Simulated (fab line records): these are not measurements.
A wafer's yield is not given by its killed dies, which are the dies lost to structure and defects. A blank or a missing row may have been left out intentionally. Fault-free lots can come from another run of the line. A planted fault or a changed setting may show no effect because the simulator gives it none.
Chamber matching :: flow nandHarc :: NHARC_P_STI_ETCH_15 on rieSi-06: 4 sister chambers
The step etches the open film in HBr/Cl2, target depth 300 nm, time 100.1 s. 14 wafers are shown with their chamber, then 7 later ones without.

== WAFERS, EACH WITH ITS CHAMBER ==
wafer: L078.3
chamber: 3
drypumpMotorCurrentA (A): 5.4
oesProductAu (a.u.): 1.002
throttleValvePct (%): 26.413

wafer: L078.4
chamber: 2
drypumpMotorCurrentA (A): 5.3
oesProductAu (a.u.): 0.985
throttleValvePct (%): 26.394

wafer: L078.6
chamber: 3
drypumpMotorCurrentA (A): 5.4
oesProductAu (a.u.): 1.002
throttleValvePct (%): 26.412

wafer: L080.2
chamber: 3
drypumpMotorCurrentA (A): 5.5
oesProductAu (a.u.): 1.001
throttleValvePct (%): 26.412

wafer: L080.4
chamber: 1
drypumpMotorCurrentA (A): 5.5
oesProductAu (a.u.): 1.003
throttleValvePct (%): 26.394

wafer: L080.6
chamber: 3
drypumpMotorCurrentA (A): 5.4
oesProductAu (a.u.): 1.000
throttleValvePct (%): 26.415

wafer: L081.3
chamber: 1
drypumpMotorCurrentA (A): 5.5
oesProductAu (a.u.): 1.011
throttleValvePct (%): 26.407

wafer: L081.4
chamber: 2
drypumpMotorCurrentA (A): 5.3
oesProductAu (a.u.): 0.989
throttleValvePct (%): 26.410

wafer: L081.5
chamber: 1
drypumpMotorCurrentA (A): 5.5
oesProductAu (a.u.): 1.009
throttleValvePct (%): 26.419

wafer: L082.3
chamber: 3
drypumpMotorCurrentA (A): 5.4
oesProductAu (a.u.): 0.993
throttleValvePct (%): 26.405

wafer: L082.5
chamber: 1
drypumpMotorCurrentA (A): 5.6
oesProductAu (a.u.): 1.001
throttleValvePct (%): 26.403

wafer: L082.6
chamber: 0
drypumpMotorCurrentA (A): 5.7
oesProductAu (a.u.): 1.018
throttleValvePct (%): 26.426

wafer: L084.2
chamber: 1
drypumpMotorCurrentA (A): 5.5
oesProductAu (a.u.): 1.022
throttleValvePct (%): 26.388

wafer: L084.3
chamber: 0
drypumpMotorCurrentA (A): 5.7
oesProductAu (a.u.): 1.013
throttleValvePct (%): 26.397

SIGNATURES (means of the wafers above)
reading: drypumpMotorCurrentA
chamber 0: 5.700
chamber 1: 5.520
chamber 2: 5.300
chamber 3: 5.420
scatter within a chamber: 0.04

reading: oesProductAu
chamber 0: 1.01550
chamber 1: 1.00920
chamber 2: 0.98700
chamber 3: 0.99960
scatter within a chamber: 0.00592

reading: throttleValvePct
chamber 0: 26.41150
chamber 1: 26.40220
chamber 2: 26.40200
chamber 3: 26.41140
scatter within a chamber: 0.0109
Rule: distance of a wafer from a chamber = root of the sum over the readings of ((wafer's reading minus chamber's mean) / reading's scatter) squared. The wafer belongs to the nearest chamber; if the next one is less than 2 further off, it can't be placed. How the scatter is found: for the shown wafers, subtract from each reading the mean of its chamber, square and add these, divide the total by (wafers less chambers), then take the root.

== WAFERS WITHOUT THEIR CHAMBER ==
wafer: L084.6
drypumpMotorCurrentA (A): 5.7
oesProductAu (a.u.): 1.033
throttleValvePct (%): 26.415

wafer: L085.4
drypumpMotorCurrentA (A): 5.3
oesProductAu (a.u.): 0.984
throttleValvePct (%): 26.409

wafer: L085.5
drypumpMotorCurrentA (A): 5.7
oesProductAu (a.u.): 1.010
throttleValvePct (%): 26.405

wafer: L085.6
drypumpMotorCurrentA (A): 5.6
oesProductAu (a.u.): 1.007
throttleValvePct (%): 26.384

wafer: L089.3
drypumpMotorCurrentA (A): 5.3
oesProductAu (a.u.): 0.984
throttleValvePct (%): 26.409

wafer: L089.4
drypumpMotorCurrentA (A): 5.4
oesProductAu (a.u.): 1.001
throttleValvePct (%): 26.394

wafer: L089.5
drypumpMotorCurrentA (A): 5.5
oesProductAu (a.u.): 0.999
throttleValvePct (%): 26.405

== WHICH CHAMBER EACH ONE RAN IN ==
wafer: L084.6
from the rows above: 0
in truth: 0

wafer: L085.4
from the rows above: 2
in truth: 2

wafer: L085.5
from the rows above: 0
in truth: 0

wafer: L085.6
from the rows above: can't be placed: 1 or 0
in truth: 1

wafer: L089.3
from the rows above: 2
in truth: 2

wafer: L089.4
from the rows above: can't be placed: 3 or 1 or 2
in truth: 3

wafer: L089.5
from the rows above: can't be placed: 1 or 3
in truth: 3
Correctly placed: 4 of 7. Unplaceable from these rows: 3, with the true chamber sitting among the candidates in 3. Wrongly placed: 0.
